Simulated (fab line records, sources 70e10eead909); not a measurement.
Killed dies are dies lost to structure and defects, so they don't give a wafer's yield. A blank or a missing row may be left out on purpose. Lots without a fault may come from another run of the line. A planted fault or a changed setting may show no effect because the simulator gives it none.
Tool commonality check | flow nand_harc | 1 lot, 3 wafers sampled

WHY IT WAS OPENED
At NHARC_END_SORT_01 the reading killed_at_periphery is flagged on 1 of 1 lot. Wafers without a fault read 4.1, standard deviation 2.4.
Rule: a lot is flagged when every wafer of it that has a number lies more than 4 standard deviations from that mean, or none has a number. The other lots count as sound.

lot  | measured     | on        | killed_at_periphery, wafer by wafer | flag
L744 | day 29 18:56 | prober-01 | 610 621 612                         | FLAGGED
The numbers of the flagged lots are 614.3 on average: +610.2 against the usual, or +99 or more standard deviations.

WHICH TOOL RAN EACH LOT
The record holds 4 process steps before the reading, out of a route of 1302 steps. In each cell: the tool, then ch and the chambers that the sampled wafers went through, then the start.
lot  | flag    | NHARC_P_ZERO_WELL_RTA_42        | NHARC_P_GATE_EXPOSE_43            | NHARC_P_GATE_DESCUM_61             | NHARC_P_GATE_STRIP_95
L744 | FLAGGED | rtp_anneal-01 ch 0, day 7 03:13 | krf_scanner-01 ch 0, day 10 16:21 | rie_diel-12 ch 1,2,3, day 10 18:28 | plasma_asher-01 ch 0, day 10 21:10
What these steps do:
- NHARC_P_ZERO_WELL_RTA_42: time 300 s.
- NHARC_P_GATE_EXPOSE_43: exposes mask P NSD, target cd 720 nm.
- NHARC_P_GATE_DESCUM_61: chemistry O2, time 3 s.
- NHARC_P_GATE_STRIP_95: strips in O2.
- NHARC_END_SORT_01

FLAGGED OVER TOTAL, TOOL BY TOOL (the gauges that took the reading come last)
step                     | tool            | lots run | flagged | share of the flagged lots | sound lots run after its first flagged lot
NHARC_P_ZERO_WELL_RTA_42 | rtp_anneal-01   | 1        | 1       | all                       | 0
NHARC_P_GATE_EXPOSE_43   | krf_scanner-01  | 1        | 1       | all                       | 0
NHARC_P_GATE_DESCUM_61   | rie_diel-12     | 1        | 1       | all                       | 0
NHARC_P_GATE_STRIP_95    | plasma_asher-01 | 1        | 1       | all                       | 0
NHARC_END_SORT_01        | prober-01       | 1        | 1       | all                       | 0

WHAT THE TABLE ALLOWS
5 rows of the table ran every flagged lot: rtp_anneal-01 at NHARC_P_ZERO_WELL_RTA_42, krf_scanner-01 at NHARC_P_GATE_EXPOSE_43, rie_diel-12 at NHARC_P_GATE_DESCUM_61, plasma_asher-01 at NHARC_P_GATE_STRIP_95, prober-01 at NHARC_END_SORT_01.
- rtp_anneal-01 at NHARC_P_ZERO_WELL_RTA_42: 1 of its 1 lot flagged. It ran no sound lot before its first flagged lot in this sample, so the start can't be narrowed down.
- krf_scanner-01 at NHARC_P_GATE_EXPOSE_43: 1 of its 1 lot flagged. It ran no sound lot before its first flagged lot in this sample, so the start can't be narrowed down.
- rie_diel-12 at NHARC_P_GATE_DESCUM_61: 1 of its 1 lot flagged. It ran no sound lot before its first flagged lot in this sample, so the start can't be narrowed down.
- plasma_asher-01 at NHARC_P_GATE_STRIP_95: 1 of its 1 lot flagged. It ran no sound lot before its first flagged lot in this sample, so the start can't be narrowed down.
- prober-01 at NHARC_END_SORT_01: 1 of its 1 lot flagged. It ran no sound lot before its first flagged lot in this sample, so the start can't be narrowed down.
Counting lots can't tell these 5 tools apart, because each fits a fault that began at some hour. More lots, or a look at what each step does to the wafer, might.

WHAT THE SIMULATOR HAD PUT IN
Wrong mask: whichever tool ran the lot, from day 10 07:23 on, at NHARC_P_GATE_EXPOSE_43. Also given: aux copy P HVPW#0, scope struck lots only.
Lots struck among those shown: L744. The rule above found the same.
